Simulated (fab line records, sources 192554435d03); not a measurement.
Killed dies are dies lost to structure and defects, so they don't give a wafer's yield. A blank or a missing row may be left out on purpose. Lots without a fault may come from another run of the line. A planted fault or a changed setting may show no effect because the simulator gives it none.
fab line records | flow n5_finfet
record lots=24 wafers=72 last_day=20
route steps=1938 shown BEOL_M0@731 BEOL_M1@766
lots that met no fault: from a run of the same line without faults
start_h: hours from the record's first day to the start of the lot's first wafer shown | wait_h: hours since the lot's step before | " the same as in the row above | L1.1+2: a row that stands for several wafers | - no value, or no start given | * or withheld: withheld | < > ~ a bound
route shown NAME@n: a module of which the file shows steps, and the number in the route of the first | usual: mean/standard deviation of fault-free wafers | same: alike in all rows | chamber/n: place in a boat | sites: the reading at each site | _std_site: their standard deviation | _edge_site: outer sites' mean less inner sites' | radius_mm: how far each site lies from the wafer's centre | mask NAME#n: copy n | behind: the tool/chamber that last shaped the wafer | hold: why the lot was held/for how many hours/how that ended | device: the transistor (n, p or np) that didn't switch | end of line: the same wafers' tests at the end of the route | a step without rows: its recipe alone | killed: dies lost to structure and defects at the first sort, not the wafer's yield | map: a wafer's dies, x killed, . not, _ none there
set.NAME: the setting as run; set.NAME@STEP: as run at that earlier step | model.NAME: the simulator's own value behind a step, which no gauge read
steps of the route over a sample of lots; a table a step, a row a wafer
services: from which hour (start_h, from the record's first day; less than 0 if before it) a tool's chamber was out of use, for how many hours, and why
## steps
# step N5_BEOL_M0_ALD_136
# recipe material=TaN target_thk_a=* temp_c=275 ald_precursor_family=PDMAT ald_co_reactant=NH3 pressure_torr=3 carrier_flow_sccm=1500 pulse_time_s=2 purge_time_s=3 co_reactant_purge_time_s=2 co_reactant_pulse_time_s=3 ald_cycles=30 precursor_vessel_temp_c=75 precursor_vessel_pressure_torr=26.25 precursor_vessel_carrier_sccm=1000
# usual heater_power_w=433/43
# same co_reactant_pulse_time_s=3 purge_time_s=3
# columns lot.wafer tool chamber start_h wait_h heater_power_w
L074.2 ald_metal-01 0 122.22 0.1 385
L074.4 " 2 " " 446
L074.6 " 1 " " 492
L075.2 ald_metal-02 2 122.30 0.1 410
L075.5 " 1 " " 394
L075.6 " 0 " " 430
L076.2 ald_metal-03 3 133.21 0.3 411
L076.3 " 1 " " 422
L076.4 " 0 " " 509
L077.2 ald_metal-03 0 136.48 0.0 507
L077.4 " 1 " " 419
L077.5 " 1 " " 412
L078.1 ald_metal-03 3 143.05 0.0 408
L078.2 " 2 " " 475
L078.6 " 3 " " 415
L079.2 ald_metal-01 2 148.97 0.3 451
L079.3 " 3 " " 458
L079.4 " 3 " " 463
L080.1 ald_metal-01 0 153.76 0.1 388
L080.3 " 1 " " 500
L080.4 " 3 " " 458
L081.3 ald_metal-01 0 156.10 0.0 395
L081.5 " 0 " " 395
L081.6 " 3 " " 463
L082.1 ald_metal-02 2 168.94 0.0 391
L082.3 " 3 " " 366
L082.5 " 3 " " 381
L083.3 ald_metal-02 2 172.74 0.0 403
L083.4 " 0 " " 422
L083.5 " 0 " " 428
L084.2 ald_metal-02 0 178.40 0.2 424
L084.5 " 2 " " 394
L084.6 " 1 " " 400
L085.1 ald_metal-03 1 182.88 0.3 408
L085.3 " 3 " " 417
L085.6 " 3 " " 417
L087.1 ald_metal-03 0 250.62 0.0 514
L087.2 " 3 " " 404
L087.5 " 0 " " 505
L088.1 ald_metal-02 1 251.11 0.0 393
L088.2 " 3 " " 379
L088.4 " 3 " " 382
L086.1 ald_metal-03 2 251.27 0.0 493
L086.5 " 2 " " 483
L086.6 " 1 " " 417
L095.3 ald_metal-01 2 251.33 0.0 450
L095.5 " 1 " " 505
L095.6 " 2 " " 450
L089.3 ald_metal-02 1 251.71 0.0 397
L089.4 " 0 " " 430
L089.6 " 3 " " 383
L096.1 ald_metal-01 3 252.84 0.0 455
L096.5 " 0 " " 382
L096.6 " 3 " " 455
L091.3 ald_metal-02 0 253.64 0.0 427
L091.5 " 3 " " 376
L091.6 " 1 " " 394
L090.2 ald_metal-01 3 253.92 0.0 441
L090.4 " 0 " " 392
L090.5 " 2 " " 441
L093.3 ald_metal-02 0 254.17 0.0 428
L093.4 " 0 " " 435
L093.6 " 1 " " 403
L094.1 ald_metal-01 0 255.44 0.0 384
L094.4 " 3 " " 449
L094.5 " 0 " " 390
L092.1 ald_metal-02 3 255.46 0.0 374
L092.3 " 0 " " 434
L092.5 " 1 " " 404
L097.4 ald_metal-03 3 256.00 0.0 413
L097.5 " 0 " " 524
L097.6 " 3 " " 412
# step N5_BEOL_M0_SURFACE_TREAT_137
# recipe gas=Ar time_s=* ion_energy_ev=* ion_current_ma_cm2=0.5 pressure_mtorr=* ar_flow_sccm=30
# usual ar_flow_sccm=30.00/0.084 throttle_valve_pct=*
# columns lot.wafer tool chamber start_h wait_h ar_flow_sccm throttle_valve_pct
L075.2 pvd_sputter-01 - 122.62 0.2 30.07 *
L075.5 " - " " 30.08 *
L075.6 " - " " 29.96 *
L074.2 pvd_sputter-02 - 122.64 0.3 29.95 *
L074.4 " - " " 30.03 *
L074.6 " - " " 29.98 *
L076.2 pvd_sputter-01 - 133.56 0.2 30.08 *
L076.3 " - " " 29.95 *
L076.4 " - " " 29.91 *
L077.2 pvd_sputter-01 - 136.72 0.1 30.05 *
L077.4 " - " " 29.95 *
L077.5 " - " " 30.00 *
L078.1 pvd_sputter-02 - 143.55 0.4 29.89 *
L078.2 " - " " 29.98 *
L078.6 " - " " 29.85 *
L079.2 pvd_sputter-02 - 150.84 1.8 30.01 *
L079.3 " - " " 29.94 *
L079.4 " - " " 30.01 *
L080.1 pvd_sputter-01 - 154.04 0.2 30.04 *
L080.3 " - " " 29.89 *
L080.4 " - " " 29.89 *
L081.3 pvd_sputter-03 - 156.60 0.4 30.09 *
L081.5 " - " " 30.02 *
L081.6 " - " " 30.12 *
L082.1 pvd_sputter-03 - 169.38 0.3 30.05 *
L082.3 " - " " 30.05 *
L082.5 " - " " 30.10 *
L083.3 pvd_sputter-03 - 173.10 0.3 30.09 *
L083.4 " - " " 29.91 *
L083.5 " - " " 29.96 *
L084.2 pvd_sputter-02 - 178.77 0.3 29.85 *
L084.5 " - " " 29.90 *
L084.6 " - " " 30.02 *
L085.1 pvd_sputter-02 - 183.89 0.9 29.95 *
L085.3 " - " " 29.99 *
L085.6 " - " " 30.03 *
L087.1 pvd_sputter-03 - 250.85 0.1 30.00 *
L087.2 " - " " 29.95 *
L087.5 " - " " 30.04 *
L088.1 pvd_sputter-01 - 251.34 0.1 29.99 *
L088.2 " - " " 30.02 *
L088.4 " - " " 30.01 *
L086.1 pvd_sputter-01 - 251.50 0.1 29.99 *
L086.5 " - " " 30.01 *
L086.6 " - " " 29.99 *
L095.3 pvd_sputter-01 - 251.56 0.1 29.94 *
L095.5 " - " " 30.08 *
L095.6 " - " " 29.80 *
L089.3 pvd_sputter-02 - 252.02 0.2 30.08 *
L089.4 " - " " 30.07 *
L089.6 " - " " 30.07 *
L096.1 pvd_sputter-03 - 253.07 0.1 30.15 *
L096.5 " - " " 30.01 *
L096.6 " - " " 29.92 *
L091.3 pvd_sputter-03 - 253.88 0.1 30.03 *
L091.5 " - " " 30.01 *
L091.6 " - " " 30.15 *
L090.2 pvd_sputter-01 - 254.15 0.1 30.03 *
L090.4 " - " " 30.19 *
L090.5 " - " " 29.81 *
L093.3 pvd_sputter-03 - 254.48 0.2 29.81 *
L093.4 " - " " 30.22 *
L093.6 " - " " 30.11 *
L094.1 pvd_sputter-03 - 255.67 0.1 30.01 *
L094.4 " - " " 29.92 *
L094.5 " - " " 29.99 *
L092.1 pvd_sputter-03 - 255.71 0.2 30.07 *
L092.3 " - " " 29.94 *
L092.5 " - " " 30.09 *
L097.4 pvd_sputter-02 - 256.27 0.2 29.99 *
L097.5 " - " " 30.08 *
L097.6 " - " " 29.99 *
# step N5_BEOL_M1_INSPECT_13
# recipe mode=adi inspect_instrument=brightfield
# usual raw_defect_count=393/92
# columns lot.wafer tool chamber start_h wait_h raw_defect_count
L075.2 defect_inspect-02 - 126.55 0.0 498
L075.5 " - " " 503
L075.6 " - " " 411
L074.2 defect_inspect-01 - 126.86 0.0 386
L074.4 " - " " 515
L074.6 " - " " 374
L076.2 defect_inspect-01 - 137.33 0.0 473
L076.3 " - " " 342
L076.4 " - " " 386
L077.2 defect_inspect-01 - 139.38 0.0 328
L077.4 " - " " 261
L077.5 " - " " 337
L078.1 defect_inspect-01 - 147.61 0.1 313
L078.2 " - " " 374
L078.6 " - " " 375
L079.2 defect_inspect-02 - 153.70 0.0 356
L079.3 " - " " 274
L079.4 " - " " 425
L080.1 defect_inspect-02 - 158.86 0.1 498
L080.3 " - " " 381
L080.4 " - " " 410
L081.3 defect_inspect-01 - 159.84 0.0 397
L081.5 " - " " 518
L081.6 " - " " 342
L082.1 defect_inspect-02 - 172.60 0.1 483
L082.3 " - " " 385
L082.5 " - " " 415
L083.3 defect_inspect-01 - 178.88 0.0 483
L083.4 " - " " 462
L083.5 " - " " 424
L084.2 defect_inspect-01 - 183.10 0.0 430
L084.5 " - " " 477
L084.6 " - " " 624
L085.1 defect_inspect-01 - 188.38 0.1 209
L085.3 " - " " 397
L085.6 " - " " 244
L087.1 defect_inspect-02 - 253.31 0.1 378
L087.2 " - " " 638
L087.5 " - " " 370
L088.1 defect_inspect-02 - 253.61 0.1 251
L088.2 " - " " 356
L088.4 " - " " 537
L086.1 defect_inspect-01 - 254.04 0.1 267
L086.5 " - " " 544
L086.6 " - " " 356
L095.3 defect_inspect-02 - 254.21 0.0 379
L095.5 " - " " 468
L095.6 " - " " 310
L089.3 defect_inspect-02 - 254.43 0.0 445
L089.4 " - " " 428
L089.6 " - " " 455
L096.1 defect_inspect-02 - 255.54 0.1 432
L096.5 " - " " 413
L096.6 " - " " 460
L091.3 defect_inspect-01 - 256.36 0.0 351
L091.5 " - " " 294
L091.6 " - " " 462
L090.2 defect_inspect-01 - 256.92 0.0 246
L090.4 " - " " 363
L090.5 " - " " 243
L093.3 defect_inspect-01 - 257.37 0.0 332
L093.4 " - " " 322
L093.6 " - " " 355
L094.1 defect_inspect-01 - 259.56 0.1 261
L094.4 " - " " 382
L094.5 " - " " 348
L092.1 defect_inspect-01 - 259.72 0.1 354
L092.3 " - " " 310
L092.5 " - " " 559
L097.4 defect_inspect-02 - 259.92 0.0 340
L097.5 " - " " 349
L097.6 " - " " 396
# step N5_BEOL_M1_ETCHBACK_99
# recipe chemistry=CHF3 target=SiO2 target_depth_a=50 time_s=10.4 source_w=215 bias_w=47 Ar_flow_sccm=200 CHF3_flow_sccm=12 ion_energy_ev=100 pressure_mtorr=30
# usual drypump_motor_current_A=5.8/0.41 oes_product_au=0.80/0.092 rf_vpp_V=239/3.3 showerhead_plenum_p_Torr=2.15/0.06 throttle_valve_pct=17.02/0.21
# columns lot.wafer tool chamber start_h wait_h drypump_motor_current_A oes_product_au rf_hours_counter_h rf_vpp_V showerhead_plenum_p_Torr throttle_valve_pct
L075.2 rie_diel-02 1 130.56 2.8 6.4 0.73 176 241 2.14 16.93
L075.5 " 1 " " 6.4 0.73 - 243 2.14 16.92
L075.6 " 2 " " 6.3 0.89 - 240 2.18 16.71
L074.2 rie_diel-02 1 132.97 4.9 6.4 0.72 177 240 2.14 16.90
L074.4 " 0 " " 6.3 0.74 168 241 2.12 16.97
L074.6 " 0 " " 6.3 0.74 - 241 2.12 16.96
L076.2 rie_diel-04 2 138.96 0.1 6.0 0.71 208 245 2.14 16.96
L076.3 " 3 " " 6.1 0.91 32 234 2.11 16.85
L076.4 " 0 " " 5.5 0.73 184 238 2.12 17.04
L077.2 rie_diel-03 3 142.63 2.0 5.7 0.68 233 238 2.21 17.26
L077.4 " 2 " " 5.6 0.70 222 246 2.14 17.51
L077.5 " 0 " " 5.4 0.74 - 236 2.07 17.35
L078.1 rie_diel-02 0 152.05 2.8 6.3 0.73 174 239 2.12 16.97
L078.2 " 1 " " 6.4 0.71 182 242 2.14 16.94
L078.6 " 3 " " 5.5 0.91 - 239 2.28 16.80
L079.2 rie_diel-04 1 155.79 0.9 5.4 0.82 78 234 2.09 17.14
L079.3 " 2 " " 5.9 0.71 213 244 2.14 16.97
L079.4 " 0 " " 5.5 0.72 188 239 2.12 17.05
L080.1 rie_diel-02 3 163.19 2.9 5.5 0.89 22 238 2.28 16.80
L080.3 " 0 " " 6.3 0.73 179 242 2.12 16.98
L080.4 " 3 " " 5.5 0.89 - 239 2.28 16.82
L081.3 rie_diel-02 2 168.45 7.0 6.4 0.86 33 241 2.18 16.74
L081.5 " 3 " " 5.5 0.89 - 240 2.28 16.81
L081.6 " 0 " " 6.3 0.73 - 242 2.12 16.98
L082.1 rie_diel-04 1 180.52 6.7 5.4 0.80 86 232 2.08 17.12
L082.3 " 2 " " 6.0 0.71 220 245 2.13 16.97
L082.5 " 2 " " 6.0 0.71 - 246 2.13 17.00
L083.3 rie_diel-03 0 184.08 3.1 5.5 0.74 176 238 2.06 17.37
L083.4 " 2 " " 5.7 0.68 238 245 2.13 17.53
L083.5 " 2 " " 5.7 0.69 - 245 2.13 17.54
L084.2 rie_diel-03 0 187.24 2.2 5.4 0.73 176 238 2.06 17.39
L084.5 " 0 " " 5.5 0.73 - 238 2.06 17.40
L084.6 " 2 " " 5.7 0.69 - 245 2.13 17.55
L085.1 rie_diel-02 0 190.51 0.2 6.3 0.72 188 243 2.12 17.00
L085.3 " 3 " " 5.5 0.87 31 240 2.27 16.83
L085.6 " 1 " " 6.4 0.72 - 241 2.14 16.95
L087.1 rie_diel-03 0 254.73 0.1 5.5 0.71 203 236 2.05 17.44
L087.2 " 3 " " 5.7 0.89 20 239 2.19 16.89
L087.5 " 2 " " 5.7 1.00 - 245 2.13 17.07
L088.1 rie_diel-02 2 255.32 0.1 6.3 0.82 63 241 2.17 16.77
L088.2 " 0 " " 6.3 0.70 208 242 2.11 17.02
L088.4 " 3 " " 5.5 0.83 51 239 2.27 16.87
L086.1 rie_diel-03 0 255.48 0.1 5.5 0.71 203 237 2.05 17.43
L086.5 " 3 " " 5.7 0.88 - 238 2.19 16.89
L086.6 " 0 " " 5.4 0.72 - 237 2.05 17.44
L095.3 rie_diel-04 2 255.95 0.2 6.0 0.69 242 245 2.13 17.02
L095.5 " 1 " " 5.4 0.79 - 232 2.08 17.19
L095.6 " 0 " " 5.5 0.70 - 239 2.11 17.13
L089.3 rie_diel-02 2 258.70 2.8 6.4 0.82 64 240 2.17 16.78
L089.4 " 0 " " 6.3 0.70 210 241 2.11 17.04
L089.6 " 0 " " 6.3 0.70 - 241 2.11 17.02
L096.1 rie_diel-03 2 258.74 1.8 5.7 0.98 2 244 2.13 17.08
L096.5 " 0 " " 5.5 0.71 - 238 2.05 17.44
L096.6 " 3 " " 5.6 0.88 - 239 2.19 16.89
L091.3 rie_diel-04 1 258.77 1.2 5.4 0.78 110 234 2.08 17.17
L091.5 " 1 " " 5.4 0.78 - 233 2.08 17.20
L091.6 " 2 " " 6.0 0.70 - 245 2.13 17.02
L093.3 rie_diel-03 3 259.39 0.6 5.6 0.88 22 237 2.19 16.88
L093.4 " 0 " " 5.5 0.71 205 238 2.05 17.43
L093.6 " 3 " " 5.7 0.88 - 238 2.19 16.89
L090.2 rie_diel-03 0 262.11 3.9 5.5 0.71 206 237 2.05 17.43
L090.4 " 3 " " 5.7 0.88 23 237 2.19 16.89
L090.5 " 1 " " 5.2 0.87 - 237 2.19 17.09
L094.1 rie_diel-02 1 262.17 1.2 6.4 0.70 212 242 2.13 16.99
L094.4 " 0 " " 6.3 0.70 211 242 2.11 17.04
L094.5 " 1 " " 6.4 0.70 - 242 2.13 16.99
L092.1 rie_diel-02 1 262.63 1.4 6.4 0.70 212 242 2.13 17.00
L092.3 " 2 " " 6.4 0.83 65 240 2.17 16.79
L092.5 " 0 " " 6.3 0.71 - 241 2.11 17.04
L097.4 rie_diel-02 3 265.09 3.3 5.5 0.84 55 238 2.27 16.87
L097.5 " 0 " " 6.3 0.70 - 242 2.11 17.05
L097.6 " 3 " " 5.5 0.84 - 237 2.27 16.86
# step N5_BEOL_M1_ETCH_70
# recipe chemistry=N2/H2 target=SOC target_depth_a=800 overetch_a=160 mask_material=SiARC temp_c=40 time_s=120 ion_energy_ev=200 pressure_mtorr=30 source_w=840 bias_w=150 n2_flow_sccm=200 h2_flow_sccm=200
# usual drypump_motor_current_A=5.8/0.41 h2_flow_sccm=200.1/0.64 oes_product_au=0.61/0.07 rf_vpp_V=524.1/2.2 showerhead_plenum_p_Torr=2.54/0.072 throttle_valve_pct=17.77/0.23
# columns lot.wafer tool chamber start_h wait_h drypump_motor_current_A h2_flow_sccm oes_product_au rf_hours_counter_h rf_vpp_V showerhead_plenum_p_Torr throttle_valve_pct
L075.2 rie_diel-02 1 130.60 0.0 6.4 199.9 0.55 176 522.7 2.53 17.64
L075.5 " 1 " " 6.4 200.1 0.55 - 524.1 2.53 17.63
L075.6 " 2 " " 6.4 199.7 0.68 - 525.2 2.59 17.45
L074.2 rie_diel-02 1 133.01 0.0 6.4 200.9 0.55 177 523.8 2.53 17.65
L074.4 " 0 " " 6.3 198.5 0.56 168 523.4 2.53 17.71
L074.6 " 0 " " 6.3 199.2 0.56 - 524.8 2.53 17.71
L076.2 rie_diel-04 2 139.00 0.0 6.0 200.2 0.55 208 523.9 2.51 17.65
L076.3 " 3 " " 6.1 201.9 0.69 32 523.7 2.49 17.63
L076.4 " 0 " " 5.5 199.7 0.56 184 524.3 2.54 18.07
L077.2 rie_diel-03 3 142.67 0.0 5.7 200.3 0.53 233 525.8 2.62 18.00
L077.4 " 2 " " 5.7 200.7 0.54 222 522.4 2.51 18.25
L077.5 " 0 " " 5.5 200.4 0.57 - 520.7 2.44 18.14
L078.1 rie_diel-02 0 152.09 0.0 6.3 201.4 0.56 174 524.5 2.52 17.73
L078.2 " 1 " " 6.4 200.4 0.55 182 523.4 2.53 17.65
L078.6 " 3 " " 5.5 200.0 0.69 - 528.3 2.69 17.50
L079.2 rie_diel-04 1 155.83 0.0 5.4 200.4 0.62 78 522.0 2.46 17.88
L079.3 " 2 " " 6.0 201.2 0.55 213 523.7 2.51 17.66
L079.4 " 0 " " 5.6 200.3 0.56 188 523.3 2.54 18.08
L080.1 rie_diel-02 3 163.23 0.0 5.5 201.9 0.68 22 529.9 2.69 17.53
L080.3 " 0 " " 6.3 199.3 0.55 179 522.3 2.52 17.73
L080.4 " 3 " " 5.5 200.7 0.69 - 528.7 2.69 17.52
L081.3 rie_diel-02 2 168.48 0.0 6.3 199.9 0.67 33 524.7 2.58 17.48
L081.5 " 3 " " 5.5 200.4 0.68 - 526.3 2.69 17.55
L081.6 " 0 " " 6.3 199.7 0.55 - 522.1 2.52 17.73
L082.1 rie_diel-04 1 180.56 0.0 5.4 200.1 0.61 86 521.3 2.46 17.88
L082.3 " 2 " " 6.0 200.8 0.55 220 523.0 2.50 17.65
L082.5 " 2 " " 6.0 200.5 0.55 - 523.4 2.50 17.67
L083.3 rie_diel-03 0 184.12 0.0 5.5 200.1 0.55 176 521.8 2.43 18.17
L083.4 " 2 " " 5.7 200.6 0.54 238 523.7 2.50 18.27
L083.5 " 2 " " 5.7 200.6 0.53 - 522.3 2.50 18.27
L084.2 rie_diel-03 0 187.27 0.0 5.5 200.6 0.56 176 520.4 2.43 18.16
L084.5 " 0 " " 5.5 199.6 0.56 - 523.4 2.43 18.14
L084.6 " 2 " " 5.7 200.0 0.54 - 524.0 2.50 18.25
L085.1 rie_diel-02 0 190.55 0.0 6.3 198.9 0.55 188 522.3 2.52 17.73
L085.3 " 3 " " 5.6 198.9 0.67 31 528.6 2.68 17.55
L085.6 " 1 " " 6.4 200.1 0.55 - 523.8 2.52 17.65
L087.1 rie_diel-03 0 254.77 0.0 5.5 199.9 0.55 203 520.7 2.42 18.21
L087.2 " 3 " " 5.7 200.1 0.69 20 524.9 2.60 17.63
L087.5 " 2 " " 5.7 200.9 0.76 - 523.2 2.50 17.82
L088.1 rie_diel-02 2 255.35 0.0 6.4 199.8 0.62 63 526.2 2.57 17.53
L088.2 " 0 " " 6.3 200.7 0.54 208 523.6 2.51 17.78
L088.4 " 3 " " 5.5 200.0 0.64 51 527.9 2.68 17.59
L086.1 rie_diel-03 0 255.52 0.0 5.5 200.9 0.54 203 520.6 2.42 18.20
L086.5 " 3 " " 5.7 199.7 0.69 - 524.2 2.60 17.63
L086.6 " 0 " " 5.5 200.0 0.54 - 520.6 2.42 18.21
L095.3 rie_diel-04 2 255.99 0.0 5.9 199.8 0.53 242 522.9 2.49 17.71
L095.5 " 1 " " 5.4 200.1 0.59 - 522.3 2.45 17.92
L095.6 " 0 " " 5.5 199.2 0.54 - 523.6 2.53 18.13
L089.3 rie_diel-02 2 258.74 0.0 6.3 199.9 0.62 64 526.0 2.57 17.54
L089.4 " 0 " " 6.3 201.5 0.54 210 522.4 2.51 17.79
L089.6 " 0 " " 6.3 200.9 0.54 - 522.1 2.51 17.78
L096.1 rie_diel-03 2 258.78 0.0 5.7 200.5 0.75 2 522.9 2.50 17.81
L096.5 " 0 " " 5.5 199.2 0.54 - 519.6 2.42 18.21
L096.6 " 3 " " 5.7 200.6 0.68 - 525.9 2.60 17.62
L091.3 rie_diel-04 1 258.80 0.0 5.4 201.3 0.59 110 522.0 2.45 17.93
L091.5 " 1 " " 5.4 200.7 0.59 - 521.5 2.45 17.93
L091.6 " 2 " " 6.0 199.4 0.53 - 522.9 2.49 17.71
L093.3 rie_diel-03 3 259.43 0.0 5.7 199.7 0.68 22 525.7 2.60 17.65
L093.4 " 0 " " 5.5 199.7 0.54 205 520.7 2.42 18.22
L093.6 " 3 " " 5.7 200.1 0.68 - 524.6 2.60 17.63
L090.2 rie_diel-03 0 262.15 0.0 5.5 200.6 0.54 206 519.1 2.42 18.21
L090.4 " 3 " " 5.7 200.8 0.68 23 524.9 2.60 17.63
L090.5 " 1 " " 5.2 200.1 0.67 - 524.7 2.59 17.73
L094.1 rie_diel-02 1 262.21 0.0 6.4 199.8 0.53 212 523.4 2.51 17.72
L094.4 " 0 " " 6.3 200.1 0.53 211 524.6 2.51 17.78
L094.5 " 1 " " 6.4 200.1 0.54 - 523.3 2.51 17.71
L092.1 rie_diel-02 1 262.66 0.0 6.4 200.1 0.53 212 523.8 2.51 17.69
L092.3 " 2 " " 6.4 200.6 0.63 65 524.9 2.57 17.53
L092.5 " 0 " " 6.3 198.9 0.54 - 521.6 2.51 17.78
L097.4 rie_diel-02 3 265.13 0.0 5.6 201.0 0.64 55 526.4 2.67 17.60
L097.5 " 0 " " 6.3 199.6 0.53 - 523.6 2.51 17.79
L097.6 " 3 " " 5.5 200.5 0.63 - 528.1 2.67 17.57
# step N5_BEOL_M1_STRIP_97
# recipe chemistry=N2/H2 time_s=10 power_w=450 temp_c=40 pressure_mtorr=20 rf_frequency_hz=6e+07 bias_power_w=7 n2_flow_sccm=200 h2_flow_sccm=200
# usual drypump_motor_current_A=5.8/0.41 h2_flow_sccm=200.0/0.64 oes_product_au=0.80/0.097 rf_vpp_V=59.2/0.92 showerhead_plenum_p_Torr=2.54/0.072 throttle_valve_pct=23.58/0.27
# columns lot.wafer tool chamber start_h wait_h drypump_motor_current_A h2_flow_sccm oes_product_au rf_hours_counter_h rf_vpp_V showerhead_plenum_p_Torr throttle_valve_pct
L075.2 rie_diel-02 1 - - 6.4 199.2 0.74 176 59.8 2.52 23.47
L075.5 " 1 " " 6.4 200.0 0.74 - 59.6 2.52 23.46
L075.6 " 2 " " 6.3 200.3 0.91 - 57.9 2.58 23.22
L074.2 rie_diel-02 1 - - 6.4 199.1 0.73 177 58.0 2.52 23.45
L074.4 " 0 " " 6.3 199.3 0.73 168 59.2 2.52 23.38
L074.6 " 0 " " 6.3 199.7 0.72 - 59.0 2.52 23.38
L076.2 rie_diel-04 2 - - 6.0 200.4 0.71 209 60.1 2.50 23.47
L076.3 " 3 " " 6.1 200.2 0.92 32 57.4 2.49 23.48
L076.4 " 0 " " 5.6 200.3 0.73 184 58.3 2.54 24.03
L077.2 rie_diel-03 3 - - 5.7 201.5 0.69 233 59.9 2.62 23.60
L077.4 " 2 " " 5.7 199.4 0.69 222 59.8 2.51 24.13
L077.5 " 0 " " 5.5 200.6 0.73 - 59.2 2.43 24.02
L078.1 rie_diel-02 0 - - 6.3 199.9 0.73 174 59.8 2.52 23.38
L078.2 " 1 " " 6.4 201.2 0.73 182 59.8 2.52 23.46
L078.6 " 3 " " 5.5 199.8 0.92 - 60.2 2.69 23.36
L079.2 rie_diel-04 1 - - 5.4 199.9 0.81 78 58.1 2.46 23.75
L079.3 " 2 " " 6.0 199.5 0.71 213 59.6 2.50 23.48
L079.4 " 0 " " 5.5 200.2 0.71 188 58.4 2.54 24.05
L080.1 rie_diel-02 3 - - 5.6 200.8 0.91 22 59.9 2.69 23.39
L080.3 " 0 " " 6.3 199.2 0.72 179 59.2 2.52 23.40
L080.4 " 3 " " 5.5 200.1 0.91 - 60.9 2.68 23.37
L081.3 rie_diel-02 2 - - 6.4 198.8 0.87 34 59.3 2.58 23.24
L081.5 " 3 " " 5.6 199.5 0.90 - 59.9 2.68 23.38
L081.6 " 0 " " 6.3 200.5 0.72 - 59.2 2.52 23.39
L082.1 rie_diel-04 1 - - 5.4 200.8 0.81 86 57.5 2.45 23.77
L082.3 " 2 " " 6.0 199.1 0.70 220 59.4 2.50 23.46
L082.5 " 2 " " 6.0 199.8 0.70 - 59.2 2.50 23.48
L083.3 rie_diel-03 0 - - 5.5 199.9 0.73 176 58.6 2.43 24.05
L083.4 " 2 " " 5.7 200.2 0.68 238 60.0 2.50 24.15
L083.5 " 2 " " 5.7 200.6 0.68 - 60.0 2.50 24.13
L084.2 rie_diel-03 0 - - 5.5 199.2 0.73 176 59.7 2.43 24.05
L084.5 " 0 " " 5.5 200.0 0.73 - 59.4 2.43 24.05
L084.6 " 2 " " 5.7 199.1 0.67 - 58.9 2.50 24.16
L085.1 rie_diel-02 0 - - 6.3 201.8 0.71 188 60.3 2.51 23.40
L085.3 " 3 " " 5.5 199.3 0.88 31 61.0 2.68 23.37
L085.6 " 1 " " 6.4 200.2 0.72 - 57.8 2.52 23.46
L087.1 rie_diel-03 0 - - 5.5 199.6 0.71 203 59.6 2.42 24.09
L087.2 " 3 " " 5.7 200.9 0.90 20 58.8 2.60 23.36
L087.5 " 2 " " 5.7 200.2 0.98 - 57.1 2.49 23.71
L088.1 rie_diel-02 2 - - 6.3 199.8 0.83 63 59.1 2.57 23.30
L088.2 " 0 " " 6.3 200.0 0.69 209 58.7 2.50 23.43
L088.4 " 3 " " 5.5 200.2 0.84 51 59.9 2.67 23.40
L086.1 rie_diel-03 0 - - 5.5 200.1 0.71 203 59.9 2.42 24.08
L086.5 " 3 " " 5.7 199.5 0.91 - 58.3 2.60 23.38
L086.6 " 0 " " 5.5 200.4 0.71 - 58.8 2.42 24.10
L095.3 rie_diel-04 2 - - 6.0 199.5 0.69 242 60.5 2.49 23.52
L095.5 " 1 " " 5.4 201.7 0.77 - 59.1 2.44 23.79
L095.6 " 0 " " 5.5 200.1 0.69 - 58.8 2.53 24.06
L089.3 rie_diel-02 2 - - 6.3 199.3 0.83 64 58.5 2.57 23.30
L089.4 " 0 " " 6.3 199.5 0.69 210 60.2 2.50 23.42
L089.6 " 0 " " 6.3 200.0 0.69 - 59.4 2.50 23.45
L096.1 rie_diel-03 2 - - 5.7 200.8 0.96 2 60.0 2.49 23.70
L096.5 " 0 " " 5.5 200.3 0.71 - 60.1 2.42 24.09
L096.6 " 3 " " 5.6 200.1 0.89 - 58.9 2.60 23.35
L091.3 rie_diel-04 1 - - 5.4 199.9 0.78 110 57.3 2.44 23.79
L091.5 " 1 " " 5.4 200.0 0.78 - 59.4 2.44 23.80
L091.6 " 2 " " 6.0 200.1 0.69 - 58.6 2.49 23.51
L093.3 rie_diel-03 3 - - 5.7 201.2 0.89 22 60.1 2.60 23.37
L093.4 " 0 " " 5.5 200.7 0.71 205 59.6 2.42 24.08
L093.6 " 3 " " 5.7 200.9 0.90 - 60.5 2.60 23.36
L090.2 rie_diel-03 0 - - 5.5 199.9 0.71 206 60.4 2.42 24.08
L090.4 " 3 " " 5.6 199.6 0.88 23 59.9 2.60 23.37
L090.5 " 1 " " 5.2 198.6 0.88 - 59.0 2.58 23.55
L094.1 rie_diel-02 1 - - 6.4 200.1 0.71 212 58.4 2.51 23.50
L094.4 " 0 " " 6.3 200.0 0.69 211 61.4 2.50 23.43
L094.5 " 1 " " 6.4 199.9 0.71 - 60.2 2.51 23.50
L092.1 rie_diel-02 1 - - 6.4 200.1 0.72 212 58.8 2.51 23.52
L092.3 " 2 " " 6.4 200.6 0.84 65 58.3 2.56 23.30
L092.5 " 0 " " 6.3 200.0 0.69 - 59.0 2.50 23.45
L097.4 rie_diel-02 3 - - 5.6 199.5 0.85 55 59.7 2.67 23.41
L097.5 " 0 " " 6.3 200.8 0.69 - 59.5 2.50 23.43
L097.6 " 3 " " 5.6 199.2 0.85 - 58.9 2.67 23.41
## services
# columns tool chamber start_h hours kind
ald_metal-02 - 102.96 6.4 repair
rie_diel-04 - 105.48 12.2 repair
rie_diel-02 0 117.33 3.4 repair
rie_diel-04 3 118.63 9.4 repair
ald_metal-02 - 132.71 4.3 pm
ald_metal-01 1 139.97 11.9 repair
rie_diel-03 1 151.97 - clean
rie_diel-03 1 151.97 - consumable_replace:focus_ring
rie_diel-03 1 151.97 16.5 scheduled_down
rie_diel-03 1 151.97 16.5 vent_cycle
rie_diel-02 1 157.61 19.4 repair
ald_metal-01 - 163.67 0.3 repair
rie_diel-04 - 165.30 1.5 repair
ald_metal-03 - 176.80 0.5 repair
rie_diel-03 3 185.10 - clean
rie_diel-03 3 185.10 - consumable_replace:focus_ring
rie_diel-03 3 185.10 14.8 scheduled_down
rie_diel-03 3 185.10 14.8 vent_cycle
rie_diel-03 3 204.86 4.9 repair
rie_diel-03 2 206.36 7.5 repair
ald_metal-03 - 207.92 1.4 repair
rie_diel-03 2 235.29 - clean
rie_diel-03 2 235.29 - consumable_replace:focus_ring
ald_metal-02 2 250.60 24.5 repair
## key
fault none
